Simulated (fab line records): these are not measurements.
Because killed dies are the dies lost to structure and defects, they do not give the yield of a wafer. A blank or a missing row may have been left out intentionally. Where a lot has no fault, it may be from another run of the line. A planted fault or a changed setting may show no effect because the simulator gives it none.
Which tool was responsible?	flow nand-harc	13 lots with 39 wafers sampled at 5 steps, on a route of 1159 steps

== WHAT THE GAUGES SHOWED, per wafer ==
NHARC_A_ONON_D1_THK_MEAS_11: measures by ellipsometry. Usual: thk-nm reads 1001 nm (standard deviation 10).
lot	measured	on	thk-nm (nm)	flag
L601	day 7 15:57	film-metro-01	999 995 997	
L602	day 8 01:28	film-metro-01	979 979 978	
L604	day 8 23:34	film-metro-01	989 989 992	
L605	day 8 23:34	film-metro-01	989 988 989	
L615	day 12 01:44	film-metro-02	1008 1008 1007	
L614	day 12 02:05	film-metro-02	1006 1010 1011	
L616	day 12 09:51	film-metro-01	1010 1009 1008	
L617	day 12 10:00	film-metro-02	991 991 989	
L619	day 12 10:30	film-metro-01	1025 1024 1024	
L620	day 12 14:50	film-metro-02	992 991 993	
L622	day 12 19:29	film-metro-02	1009 1012 1009	
L623	day 12 19:35	film-metro-01	1015 1013 1015	
L624	day 13 08:57	film-metro-01	997 996 997	

NHARC_A_ONON_D1_THK_MEAS_24: measures by ellipsometry. Usual: thk-nm reads 1000 nm (standard deviation 10).
lot	measured	on	thk-nm (nm)	flag
L601	day 8 01:40	film-metro-02	1011 1009 1009	
L602	day 8 10:19	film-metro-02	1000 1000 1001	
L604	day 9 08:25	film-metro-01	997 1032 998	
L605	day 9 08:33	film-metro-01	984 985 986	
L615	day 12 11:39	film-metro-01	998 996 1000	
L614	day 12 11:59	film-metro-01	1007 1007 1007	
L616	day 12 19:08	film-metro-01	982 984 983	
L617	day 12 19:14	film-metro-01	996 993 996	
L619	day 12 19:22	film-metro-02	1000 1001 1002	
L620	day 12 23:38	film-metro-02	1004 1003 1002	
L622	day 13 04:16	film-metro-01	994 994 994	
L623	day 13 04:17	film-metro-02	1008 1008 1008	
L624	day 13 17:45	film-metro-02	996 995 995	

NHARC_A_ONON_D1_THK_MEAS_27: measures by ellipsometry. Usual: thk-nm reads 996 nm (standard deviation 6.9).
lot	measured	on	thk-nm (nm)	flag
L601	day 8 02:14	film-metro-01	999 998 998	
L602	day 8 10:53	film-metro-02	995 995 994	
L604	day 9 08:59	film-metro-02	987 988 988	
L605	day 9 09:07	film-metro-01	992 993 993	
L615	day 12 12:13	film-metro-02	1004 1003 1002	
L614	day 12 12:33	film-metro-02	987 990 989	
L616	day 12 19:43	film-metro-02	1004 1003 1004	
L617	day 12 19:50	film-metro-02	1003 1005 1004	
L619	day 12 19:56	film-metro-02	992 990 991	
L620	day 13 00:12	film-metro-02	1008 1007 1009	
L622	day 13 04:50	film-metro-02	991 989 989	
L623	day 13 04:52	film-metro-01	988 987 990	
L624	day 13 18:19	film-metro-02	988 990 989	

NHARC_A_CHANNEL_HOLE_D1_CD_MEAS_10: target cd 100 nm. Usual: cd-nm reads 100.3 nm (standard deviation 0.51).
lot	measured	on	cd-nm (nm)	flag
L601	day 8 10:16	cd-sem-01	100.3 100.9 100.0	
L602	day 8 20:09	cd-sem-01	100.1 100.2 100.6	
L604	day 9 12:40	cd-sem-02	100.8 100.2 100.5	
L605	day 9 13:37	cd-sem-01	100.5 101.0 100.1	
L615	day 12 16:07	cd-sem-01	101.3 101.5 100.6	
L614	day 12 17:51	cd-sem-01	100.7 99.9 99.6	
L616	day 12 23:33	cd-sem-01	100.9 100.6 100.8	
L617	day 12 23:42	cd-sem-02	101.1 100.4 100.9	
L619	day 13 01:18	cd-sem-03	99.8 99.0 99.5	
L620	day 13 04:13	cd-sem-02	99.4 99.9 100.1	
L622	day 13 09:52	cd-sem-02	100.6 99.9 100.7	
L623	day 13 10:20	cd-sem-02	101.3 101.0 100.3	
L624	day 14 05:49	cd-sem-01	100.0 99.4 100.0	

== EACH LOT AND THE TOOL THAT RAN IT (in order: tool; ch and the chambers of the sampled wafers; start) ==
lot	NHARC_A_ONON_D1_DEP_22
L601	pecvd-onon-01 ch 0, day 8 01:16
L602	pecvd-onon-02 ch 0, day 8 09:48
L604	pecvd-onon-02 ch 0, day 9 07:54
L605	pecvd-onon-04 ch 0, day 9 08:05
L615	pecvd-onon-02 ch 0, day 12 11:07
L614	pecvd-onon-01 ch 0, day 12 11:32
L616	pecvd-onon-02 ch 0, day 12 18:41
L617	pecvd-onon-04 ch 0, day 12 18:43
L619	pecvd-onon-01 ch 0, day 12 18:55
L620	pecvd-onon-02 ch 0, day 12 23:14
L622	pecvd-onon-02 ch 0, day 13 03:46
L623	pecvd-onon-04 ch 0, day 13 03:46
L624	pecvd-onon-01 ch 0, day 13 17:18
- NHARC_A_ONON_D1_DEP_22: target thk 1000 nm.

== AS READ BY THE TOOLS THEMSELVES (means over the sampled wafers that have a number; for cases with no such wafer, the mark the record gives instead) ==
NHARC_A_ONON_D1_DEP_22. Usual: susceptor-temp-C reads 400.06 C (standard deviation 0.2).
lot	tool	susceptor-temp-C (C)	flag
L601	pecvd-onon-01	400.14	
L602	pecvd-onon-02	400.03	
L604	pecvd-onon-02	399.95	
L605	pecvd-onon-04	400.06	
L615	pecvd-onon-02	399.90	
L614	pecvd-onon-01	400.27	
L616	pecvd-onon-02	399.90	
L617	pecvd-onon-04	400.12	
L619	pecvd-onon-01	399.87	
L620	pecvd-onon-02	399.90	
L622	pecvd-onon-02	400.07	
L623	pecvd-onon-04	400.37	
L624	pecvd-onon-01	400.31	

== THE ANSWER, worked out from the rows above alone ==
Rule: lot off if the mean of its wafers having a number is beyond 3 standard deviations from the usual mean. Also off: a lot with no number at a reading for which 4 or more lots have one. Any other lot the step has rows for is counted as sound. Order of review: gauges by route order, followed by the tools' own readings, for which a lot's mean as printed above is used. At the first step where some lot is off, the reading lying furthest off is the one used; lots without a number count as furthest.
Nothing can be told from this: no lot is off at any reading shown.

== WHAT THE SIMULATOR HAD INSERTED ==
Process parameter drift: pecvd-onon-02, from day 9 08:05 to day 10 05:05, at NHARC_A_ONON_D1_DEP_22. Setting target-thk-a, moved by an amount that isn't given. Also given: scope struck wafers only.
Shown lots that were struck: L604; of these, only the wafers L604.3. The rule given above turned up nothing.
